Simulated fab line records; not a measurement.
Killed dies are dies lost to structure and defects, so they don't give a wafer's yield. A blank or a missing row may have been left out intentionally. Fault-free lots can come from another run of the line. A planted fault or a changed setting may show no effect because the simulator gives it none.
Matching of chambers | flow nandHarc | NHARC_A_STAIRCASE_DESCUM_312 on rieDiel-03: 3 sister chambers
The step chemistry O2, time 3 s. 14 wafers are shown with their chamber, then 4 later ones without.

EACH WAFER AND ITS CHAMBER
wafer  | chamber | showerheadPlenumPTorr (Torr) | drypumpMotorCurrentA (A) | oesProductAu (a.u.)
L076.3 | 3       | 2.02                         | 5.9                      | 1.015
L076.4 | 2       | 1.83                         | 6.0                      | 1.007
L076.5 | 2       | 1.83                         | 6.0                      | 1.005
L079.2 | 0       | 1.86                         | 6.1                      | 1.023
L079.3 | 2       | 1.82                         | 6.0                      | 1.001
L079.4 | 3       | 2.02                         | 5.9                      | 1.007
L083.1 | 3       | 2.01                         | 5.9                      | 0.990
L083.3 | 2       | 1.82                         | 6.0                      | 0.995
L083.5 | 2       | 1.82                         | 6.0                      | 0.995
L084.2 | 2       | 1.82                         | 6.0                      | 0.977
L084.5 | 3       | 2.01                         | 5.9                      | 0.973
L084.6 | 0       | 1.86                         | 6.2                      | 1.027
L087.1 | 2       | 1.81                         | 6.0                      | 0.996
L087.2 | 0       | 1.85                         | 6.2                      | 1.022

SIGNATURES, as means of the wafers listed above
reading               | chamber 0 | chamber 2 | chamber 3 | scatter within a chamber
showerheadPlenumPTorr | 1.8567    | 1.8214    | 2.0150    | 0.00641
drypumpMotorCurrentA  | 6.167     | 6.000     | 5.900     | 0.0246
oesProductAu          | 1.02400   | 0.99657   | 0.99625   | 0.0122
Rule: distance of a wafer from a chamber = root of the sum over the readings of ((wafer's reading minus chamber's mean) / reading's scatter) squared. The wafer belongs to the nearest chamber; if the next one is less than 2 further off, it can't be placed. The scatter: take each reading less its chamber's mean, square it, sum over the shown wafers, divide by the number of wafers less the number of chambers, and take the root.

WAFERS WITH NO CHAMBER GIVEN
wafer  | showerheadPlenumPTorr (Torr) | drypumpMotorCurrentA (A) | oesProductAu (a.u.)
L087.5 | 1.85                         | 6.2                      | 1.030
L088.1 | 2.01                         | 5.9                      | 0.988
L088.4 | 1.81                         | 6.0                      | 0.976
L093.6 | 1.85                         | 6.1                      | 1.033

CHAMBER TAKEN BY EACH
wafer  | from the rows above | in truth
L087.5 | 0                   | 0
L088.1 | 3                   | 3
L088.4 | 2                   | 2
L093.6 | 0                   | 0
Placed correctly: 4 of 4. Not placeable from these rows: 0. Wrongly placed: 0.
